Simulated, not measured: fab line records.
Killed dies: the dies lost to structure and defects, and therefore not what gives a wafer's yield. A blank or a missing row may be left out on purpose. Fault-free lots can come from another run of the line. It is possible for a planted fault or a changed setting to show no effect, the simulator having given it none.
fab line records	flow n5-finfet	part 2 of 2: steps 4 to 6 of 6
[record] lots = 19	wafers = 57	last-day = 17
route steps=1938 shown BEOL_M5@1130
lots with no fault: from the same line, run without faults
start-h: the number of hours between the record's first day and the start of the first shown wafer of the lot	wait-h: hours elapsed since this lot's preceding step	" identical to the entry in the row above	L1.1+2: a row that stands for several wafers	- no value present, or no start provided	* or withheld: withheld	< > ~ a bound
route shown NAME@n: names a module that has steps shown in the file, with the first one's number in the route	usual: the fault-free wafers' mean and standard deviation	same: alike in all rows	chamber/n: place in a boat	sites: the reading at each site	_std_site: their standard deviation	_edge_site: mean of outer sites minus mean of inner sites	radius-mm: for every site, how far away it sits from the centre of the wafer	mask NAME#n: copy n	behind: the most recent tool/chamber to have shaped the wafer	hold: what put the lot on hold/how long, in hours/how the hold closed	device: whichever transistor did not switch (one of n, p or np)	end of line: the same wafers' tests at the end of the route	where a step has no rows: the recipe by itself	killed: count of dies lost to structure and defects at first sort (not the wafer's yield)	map: shows each die of a wafer: x if killed, . if not, _ if none is there
set.NAME: the setting as run; set.NAME@STEP: as run at that earlier step	model.NAME: the simulator's own value behind a step, which no gauge read
route steps across a sampled set of lots; one table per step, one row per wafer
services: from which hour (start-h, from the record's first day; less than 0 if before it) a tool's chamber was out of use, for how many hours, and why
[[steps]]
[step N5_BEOL_M5_STRIP_91]
[recipe] chemistry = N2/H2	time-s = 10	power-w = 450	temp-c = 40	pressure-mtorr = 20	rf-frequency-hz = 6e+07	bias-power-w = 7	n2-flow-sccm = 200	h2-flow-sccm = 200
[usual] bias-power-w = 7.000/0.021	drypump-motor-current-A = 5.7/0.48	h2-flow-sccm = 200.0/0.52	oes-product-au = 0.79/0.067	rf-vpp-V = 59.1/0.92	showerhead-plenum-p-Torr = 2.54/0.098	throttle-valve-pct = 23.69/0.3
lot.wafer	tool	chamber	start-h	wait-h	bias-power-w	drypump-motor-current-A	h2-flow-sccm	oes-product-au	rf-hours-counter-h	rf-vpp-V	showerhead-plenum-p-Torr	throttle-valve-pct
L074.2	rie-diel-03	2	-	-	7.003	6.2	199.6	0.84	67	57.4	2.57	23.28
L074.3	"	1	"	"	7.025	6.0	199.6	0.74	188	59.5	2.41	23.58
L074.4	"	0	"	"	7.001	5.4	199.7	0.75	150	58.4	2.54	23.58
L075.1	rie-diel-04	2	-	-	6.952	4.8	200.4	0.73	182	59.5	2.64	23.39
L075.2	"	3	"	"	7.009	6.0	199.3	0.74	162	58.3	2.43	23.63
L075.5	"	0	"	"	7.009	6.2	199.9	0.75	-	59.1	2.53	23.40
L076.2	rie-diel-04	1	-	-	6.958	5.4	199.7	0.84	53	58.2	2.47	24.18
L076.4	"	2	"	"	7.035	4.8	200.5	0.73	184	59.5	2.63	23.41
L076.5	"	3	"	"	6.991	6.0	200.6	0.74	-	58.0	2.43	23.64
L077.3	rie-diel-05	1	-	-	6.996	5.3	200.5	0.87	60	60.5	2.69	23.46
L077.5	"	0	"	"	6.973	6.3	200.1	0.85	-	59.1	2.48	24.08
L077.6	"	1	"	"	6.987	5.3	200.6	0.87	-	59.8	2.69	23.48
L078.1	rie-diel-05	0	-	-	6.978	6.3	200.1	0.86	55	58.9	2.48	24.08
L078.4	"	3	"	"	7.013	5.3	200.8	0.69	237	59.8	2.50	23.48
L078.5	"	3	"	"	7.021	5.3	199.8	0.69	-	59.5	2.50	23.47
L079.1	rie-diel-05	3	-	-	7.002	5.3	201.0	0.70	241	58.4	2.50	23.47
L079.3	"	2	"	"	6.998	5.4	198.9	0.85	79	60.1	2.68	23.86
L079.5	"	3	"	"	7.000	5.3	199.8	0.70	-	58.3	2.50	23.48
L080.2	rie-diel-04	3	-	-	6.995	6.0	199.9	0.73	169	57.3	2.42	23.65
L080.5	"	1	"	"	7.018	5.3	200.0	0.84	-	57.2	2.47	24.19
L080.6	"	0	"	"	7.004	6.3	199.2	0.73	-	58.2	2.53	23.41
L081.1	rie-diel-04	1	-	-	6.949	5.4	199.5	0.84	62	60.1	2.47	24.20
L081.2	"	0	"	"	6.997	6.3	200.1	0.74	187	57.3	2.52	23.42
L081.3	"	3	"	"	6.978	6.0	199.8	0.73	170	57.7	2.42	23.65
L084.1	rie-diel-05	1	-	-	7.002	5.4	199.7	0.85	69	61.0	2.68	23.45
L084.3	"	0	"	"	7.044	6.3	200.5	0.85	62	59.6	2.47	24.09
L084.6	"	1	"	"	7.005	5.3	200.9	0.85	-	57.8	2.68	23.48
L085.2	rie-diel-05	0	-	-	7.016	6.3	200.4	0.84	70	59.2	2.47	24.10
L085.5	"	0	"	"	7.049	6.3	199.8	0.85	-	59.3	2.47	24.10
L085.6	"	2	"	"	6.990	5.4	200.1	0.84	-	59.3	2.67	23.87
L086.3	rie-diel-05	1	-	-	6.977	5.3	199.3	0.84	76	58.7	2.68	23.47
L086.4	"	2	"	"	7.037	5.4	200.4	0.83	-	58.9	2.67	23.86
L086.5	"	0	"	"	6.986	6.3	200.1	0.84	-	59.2	2.47	24.08
L087.1	rie-diel-04	3	-	-	7.011	6.1	200.1	0.73	181	58.5	2.42	23.66
L087.4	"	2	"	"	6.981	4.8	199.5	0.72	205	60.1	2.62	23.43
L087.5	"	2	"	"	7.011	4.8	199.5	0.72	-	58.9	2.63	23.44
L088.2	rie-diel-04	2	-	-	7.004	4.7	199.2	0.72	206	60.5	2.62	23.44
L088.3	"	0	"	"	7.030	6.3	199.3	0.73	201	58.5	2.52	23.42
L088.5	"	3	"	"	6.988	6.0	200.8	0.72	-	58.5	2.42	23.66
L090.1	rie-diel-04	1	-	-	6.969	5.4	200.2	0.82	77	59.6	2.46	24.24
L090.2	"	2	"	"	7.037	4.8	200.7	0.71	206	59.3	2.62	23.42
L090.3	"	3	"	"	6.978	6.0	200.1	0.72	183	58.3	2.42	23.66
L092.4	rie-diel-05	2	-	-	6.957	5.4	199.7	0.82	104	59.8	2.67	23.89
L092.5	"	3	"	"	6.977	5.3	199.4	0.97	-	58.7	2.49	23.20
L092.6	"	2	"	"	6.985	5.4	199.2	0.82	-	60.5	2.67	23.89
L095.1	rie-diel-04	0	-	-	6.965	6.3	199.9	0.71	208	59.2	2.52	23.46
L095.2	"	3	"	"	6.990	6.1	199.3	0.72	190	60.2	2.42	23.68
L095.3	"	2	"	"	7.018	4.8	199.5	0.71	212	59.6	2.62	23.44
L093.1	rie-diel-05	2	-	-	7.000	5.5	200.3	0.83	107	59.0	2.67	23.90
L093.4	"	1	"	"	6.980	5.3	200.3	0.84	92	60.2	2.67	23.48
L093.6	"	1	"	"	7.010	5.4	200.0	0.83	-	60.3	2.67	23.49
L096.1	rie-diel-03	1	-	-	6.990	6.0	200.3	0.71	230	59.2	2.39	23.61
L096.3	"	0	"	"	7.011	5.4	199.4	0.73	188	56.7	2.52	23.62
L096.4	"	2	"	"	6.984	6.2	199.5	0.79	109	58.1	2.56	23.33
L097.1	rie-diel-05	2	-	-	6.978	5.4	199.5	0.81	114	59.6	2.66	23.91
L097.3	"	0	"	"	7.045	6.3	200.7	0.81	94	59.6	2.46	24.13
L097.6	"	1	"	"	6.994	5.3	200.4	0.82	-	58.5	2.67	23.49
[step N5_BEOL_M5_CURE_80]
[recipe] temp-c = 370	time-s = 120	ambient = DMADMS/He	material = SiCOH_lowk
[usual] lamp-power-pct = 52.31/0.049	wafer_temp_C_max = 371.6/0.46
lot.wafer	tool	chamber	start-h	wait-h	lamp-power-pct	wafer_temp_C_max
L074.2	uv-cure-02	2	173.97	0.1	52.28	371.4
L074.3	"	2	"	"	52.37	372.2
L074.4	"	2	"	"	52.27	371.4
L075.1	uv-cure-03	2	183.66	0.1	52.34	371.2
L075.2	"	2	"	"	52.24	371.4
L075.5	"	2	"	"	52.32	371.2
L076.2	uv-cure-03	1	193.34	0.1	52.35	372.3
L076.4	"	1	"	"	52.24	372.2
L076.5	"	1	"	"	52.26	372.0
L077.3	uv-cure-01	1	198.90	0.1	52.34	371.0
L077.5	"	1	"	"	52.28	371.0
L077.6	"	1	"	"	52.26	371.4
L078.1	uv-cure-01	0	201.78	0.6	52.40	372.7
L078.4	"	0	"	"	52.23	371.7
L078.5	"	0	"	"	52.33	372.2
L079.1	uv-cure-01	2	215.14	0.0	52.37	371.1
L079.3	"	2	"	"	52.30	372.2
L079.5	"	2	"	"	52.30	371.2
L080.2	uv-cure-02	1	218.75	0.1	52.33	371.8
L080.5	"	1	"	"	52.25	371.5
L080.6	"	1	"	"	52.24	371.7
L081.1	uv-cure-01	2	222.79	0.0	52.36	371.0
L081.2	"	2	"	"	52.29	371.8
L081.3	"	2	"	"	52.36	371.0
L084.1	uv-cure-02	0	226.21	0.0	52.33	371.4
L084.3	"	0	"	"	52.33	371.4
L084.6	"	0	"	"	52.26	372.0
L085.2	uv-cure-02	0	247.77	0.3	52.27	371.5
L085.5	"	0	"	"	52.37	371.7
L085.6	"	0	"	"	52.27	371.6
L086.3	uv-cure-02	0	248.77	0.1	52.32	371.6
L086.4	"	0	"	"	52.36	371.6
L086.5	"	0	"	"	52.32	371.4
L087.1	uv-cure-03	2	262.46	0.0	52.34	371.7
L087.4	"	2	"	"	52.35	371.3
L087.5	"	2	"	"	52.34	371.5
L088.2	uv-cure-01	0	266.33	0.1	52.28	371.8
L088.3	"	0	"	"	52.36	371.9
L088.5	"	0	"	"	52.29	372.3
L090.1	uv-cure-01	0	268.03	0.0	52.26	372.2
L090.2	"	0	"	"	52.27	372.1
L090.3	"	0	"	"	52.33	371.7
L092.4	uv-cure-03	1	283.49	0.2	52.36	372.7
L092.5	"	1	"	"	52.33	372.5
L092.6	"	1	"	"	52.30	372.6
L095.1	uv-cure-02	2	291.12	0.0	52.32	371.8
L095.2	"	2	"	"	52.46	371.5
L095.3	"	2	"	"	52.28	372.0
L093.1	uv-cure-01	2	292.78	0.0	52.32	371.1
L093.4	"	2	"	"	52.36	371.4
L093.6	"	2	"	"	52.32	371.3
L096.1	uv-cure-02	0	308.20	0.0	52.28	371.7
L096.3	"	0	"	"	52.36	371.7
L096.4	"	0	"	"	52.28	371.5
L097.1	uv-cure-03	0	312.09	0.0	52.32	371.2
L097.3	"	0	"	"	52.31	371.5
L097.6	"	0	"	"	52.29	371.3
[step N5_BEOL_M5_SPUTTER_90]
[recipe] material = Cu	target-thk-a = 45	temp-c = -20	chamber-pressure-pa = 0.07	power-w = withheld	time-s = 8.29
[usual] substrate-temp-c = -20.01/0.1	throttle-valve-pct = 30.2/1.2
lot.wafer	tool	chamber	start-h	wait-h	substrate-temp-c	throttle-valve-pct
L074.2	pvd-sputter-01	-	179.98	0.5	-19.97	30.1
L074.3	"	-	"	"	-20.16	30.1
L074.4	"	-	"	"	-20.07	29.0
L075.1	pvd-sputter-01	-	189.81	0.5	-20.18	30.1
L075.2	"	-	"	"	-19.96	29.2
L075.5	"	-	"	"	-20.05	30.1
L076.2	pvd-sputter-02	-	198.86	0.5	-19.91	28.4
L076.4	"	-	"	"	-20.27	30.3
L076.5	"	-	"	"	-19.92	28.3
L077.3	pvd-sputter-01	-	204.92	0.5	-20.10	29.3
L077.5	"	-	"	"	-20.28	30.3
L077.6	"	-	"	"	-20.09	29.4
L078.1	pvd-sputter-02	-	207.09	0.5	-19.90	30.5
L078.4	"	-	"	"	-20.08	28.4
L078.5	"	-	"	"	-19.88	30.6
L079.1	pvd-sputter-02	-	220.93	0.5	-20.07	30.6
L079.3	"	-	"	"	-19.93	30.6
L079.5	"	-	"	"	-20.04	30.5
L080.2	pvd-sputter-03	-	224.11	0.5	-20.01	30.1
L080.5	"	-	"	"	-20.08	29.0
L080.6	"	-	"	"	-20.08	31.9
L081.1	pvd-sputter-03	-	228.58	0.5	-19.88	32.0
L081.2	"	-	"	"	-19.93	30.0
L081.3	"	-	"	"	-20.00	28.8
L084.1	pvd-sputter-01	-	231.55	0.5	-19.98	29.4
L084.3	"	-	"	"	-20.07	30.0
L084.6	"	-	"	"	-20.03	30.3
L085.2	pvd-sputter-03	-	253.08	0.5	-20.05	32.1
L085.5	"	-	"	"	-20.10	30.1
L085.6	"	-	"	"	-19.81	33.0
L086.3	pvd-sputter-02	-	253.93	0.5	-20.12	30.3
L086.4	"	-	"	"	-20.06	30.4
L086.5	"	-	"	"	-19.97	30.4
L087.1	pvd-sputter-03	-	267.84	0.5	-19.79	32.8
L087.4	"	-	"	"	-19.97	30.1
L087.5	"	-	"	"	-20.03	30.0
L088.2	pvd-sputter-03	-	272.27	0.5	-19.99	29.0
L088.3	"	-	"	"	-19.96	32.2
L088.5	"	-	"	"	-19.91	31.8
L090.1	pvd-sputter-02	-	273.96	0.5	-19.95	30.1
L090.2	"	-	"	"	-20.06	30.9
L090.3	"	-	"	"	-19.81	28.2
L092.4	pvd-sputter-02	-	290.13	0.5	-19.99	28.3
L092.5	"	-	"	"	-20.02	28.1
L092.6	"	-	"	"	-20.13	30.4
L095.1	pvd-sputter-01	-	296.68	0.5	-19.93	29.1
L095.2	"	-	"	"	-19.94	30.0
L095.3	"	-	"	"	-19.97	30.3
L093.1	pvd-sputter-03	-	300.41	0.5	-19.96	29.2
L093.4	"	-	"	"	-20.26	31.8
L093.6	"	-	"	"	-20.06	30.0
L096.1	pvd-sputter-02	-	314.07	0.6	-20.00	30.7
L096.3	"	-	"	"	-20.00	28.0
L096.4	"	-	"	"	-19.90	30.5
L097.1	pvd-sputter-02	-	318.69	0.5	-19.85	28.3
L097.3	"	-	"	"	-19.94	30.0
L097.6	"	-	"	"	-20.07	30.4
[[services]]
tool	chamber	start-h	hours	kind
uv-cure-01	-	155.81	1.0	pm
rie-diel-04	3	158.32	14.6	repair
rie-diel-03	2	166.17	6.7	repair
uv-cure-03	-	167.27	0.3	repair
pvd-sputter-03	-	168.44	10.5	repair
rie-diel-04	3	193.36	5.3	repair
uv-cure-03	-	194.90	7.5	pm
uv-cure-02	-	200.93	1.8	repair
rie-diel-04	3	210.71	1.6	repair
rie-diel-05	3	242.10	-	clean
rie-diel-05	3	242.10	-	consumable-replace:focus-ring
rie-diel-05	3	242.10	27.1	scheduled-down
rie-diel-05	3	242.10	27.1	vent-cycle
rie-diel-05	1	245.40	1.7	repair
rie-diel-04	2	270.32	2.7	repair
uv-cure-01	-	272.45	1.2	repair
rie-diel-04	2	293.38	3.7	repair
uv-cure-01	-	301.21	7.1	pm
uv-cure-01	-	315.45	0.8	repair
